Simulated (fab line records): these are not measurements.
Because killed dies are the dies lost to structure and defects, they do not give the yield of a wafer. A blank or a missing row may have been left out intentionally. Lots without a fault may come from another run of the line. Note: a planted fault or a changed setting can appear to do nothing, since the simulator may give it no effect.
A struck lot beside a sound one | flow n5-finfet | 27 steps out of a route of 1938
Sound: these wafers, L137.3, L137.5, L137.6. The struck wafers were L150.1, L150.2, L150.5. The cause is named last.
Each step with rows lists, per side, the tool, then ch with its chambers, then its first start. Under that, the readings that differ: sound wafers | struck wafers | difference of the means | sigmas: that difference in standard deviations of wafers without a fault.
alike: same words and numbers on both sides, and readings whose means sit less than 2 such deviations apart. not compared: any withheld reading, any reading some wafer has no value for, any bound like >300 that may hide the same value, and any number with overlapping values for which the record gives no deviation.
The two part at a step that has a row with sigmas, a row that says differs or no value, or rows on one side only. Non-overlapping numbers with no deviation appear without sigmas and do not part them. A reading missing from all wafers of one side parts the sides only when that side holds two or more wafers.

first, 9 steps without rows for these wafers: N5_FIN_SAQP_PRECLEAN_38 (cleans in O3/DIW, time 45 s); N5_FIN_SAQP_PRECLEAN_45 (cleans in dHF, time 10 s); N5_FIN_SAQP_SRD_39 (time 30 s); N5_FIN_CUT_COAT_18 (time 60 s, resist thk 230 nm); N5_FIN_CUT_COAT_19 (time 60 s, resist thk 20 nm); N5_FIN_CUT_COAT_29 (time 60 s, resist thk 10 nm); N5_FIN_CUT_COAT_02 (resist thk 30 nm); N5_FIN_CUT_EBR_04; N5_FIN_CUT_SOFTBAKE_03 (time 60 s).
N5_FIN_CUT_EXPOSE_05: exposes mask FIN CUT.
  sound on euv-scanner-01 ch 0, day 2 16:00; struck on euv-scanner-01 ch 0, day 5 22:10
  reading              | sound             | struck            | difference | sigmas
  exposure-dose-mJ-cm2 | 45.63 45.66 45.67 | 48.41 48.41 48.49 | +2.78      | +65
  alike: mask, stage-msd-nm
then, 2 steps without rows for these wafers: N5_FIN_CUT_PEB_06 (peb time 60 s); N5_FIN_CUT_DEVELOP_07 (develop time 30 s).
N5_FIN_CUT_CD_MEAS_08: the cd target is 29.1 nm.
  sound on cd-sem-02 ch 0, day 2 16:07; struck on cd-sem-03 ch 0, day 5 22:18
  reading    | sound             | struck            | difference | sigmas
  cd-nm (nm) | 29.18 28.96 29.34 | 29.61 30.66 30.07 | +0.95      | +4
then, 1 step without rows for these wafers: N5_FIN_CUT_DESCUM_13 (chemistry O2, time 7 s).
N5_FIN_CUT_ETCH_30: etches underlayer in N2/H2, target depth 13 nm, time 10.4 s.
  sound on rie-diel-02 ch 0,2,3, day 2 16:17; struck on rie-diel-02 ch 0,1, day 5 22:28
  reading                         | sound     | struck    | difference | sigmas
  model.FIN_CUT.cd-offset-nm (nm) | 0 0.2 0.2 | 1 0.8 1.2 | +1         |
  alike: bias-w, drypump-motor-current-A, etch-rf-on-time-s, oes-product-au, rf-fwd-power-W, rf-vpp-V, showerhead-plenum-p-Torr, throttle-valve-pct
  not compared: rf-hours-counter-h
then, 9 steps without rows for these wafers: N5_FIN_CUT_ETCH_20 (etches SiARC in CF4, target depth 26 nm, time 43.3 s); N5_FIN_CUT_ETCH_21 (etches SOC in N2/H2, target depth 219 nm, overetch 43.8 nm, time 523.5 s); N5_FIN_CUT_STRIP_23 (strips in N2/H2); N5_FIN_CUT_STRIP_31 (strips in N2/H2); N5_FIN_CUT_STRIP_24 (strips in CF4); N5_FIN_CUT_CUT_ETCH_26 (etches SiNx in CH3F/O2, target depth 39 nm, time 55.7 s); N5_FIN_CUT_CUT_ETCH_27 (etches SiO2 in CHF3/O2, target depth 4 nm, overetch 2 nm, time 4.9 s); N5_FIN_CUT_PRECLEAN_35 (cleans in vHF, time 13.3 s); N5_FIN_CUT_CUT_ETCH_15 (etches Si in HBr/Cl2/O2, target depth 100 nm, bt time 10 s, time 42.4 s).
N5_FIN_CUT_CUT_ETCH_28: etches Si in HBr/Cl2/O2, target depth 6 nm, time 2.4 s.
  sound on rie-si-03 ch 1,2,3, day 2 16:56; struck on rie-si-03 ch 0,1,3, day 5 23:07
  alike: drypump-motor-current-A, mfc-cl2-sccm, oes-product-au, throttle-valve-pct
  not compared: bias-w, rf-fwd-power-W, rf-hours-counter-h, model.FIN_CUT.cd-offset-nm
then, 1 step without rows for these wafers: N5_FIN_CUT_STRIP_22 (strips in N2/H2).
-- record jumps: 6 days separate the struck wafers' starts on either side; left off in module FIN_CUT, taken up again in module BEOL_M4, whose first shown step is the route's number 1111 --
N5_BEOL_M4_RC_MEAS_101:
  sound on prober-01 ch 0, day 8 05:34; struck on prober-01 ch 0, day 11 11:28
  alike: DIBL_N, DIBL_P, IOFF_N, IOFF_P, ION_N, ION_P, SS_N, SS_P, VT_N, VT_P

## WHERE THEY PART
First at N5_FIN_CUT_EXPOSE_05; last, within this record, at N5_FIN_CUT_CD_MEAS_08. Later steps at which nothing parts them and some readings are alike: N5_FIN_CUT_ETCH_30, N5_FIN_CUT_CUT_ETCH_28, N5_BEOL_M4_RC_MEAS_101.

WHY: what the simulator had put in
Process parameters drifting: euv-scanner-01 at N5_FIN_CUT_EXPOSE_05, beginning at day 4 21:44. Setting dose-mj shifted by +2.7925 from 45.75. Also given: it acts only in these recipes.
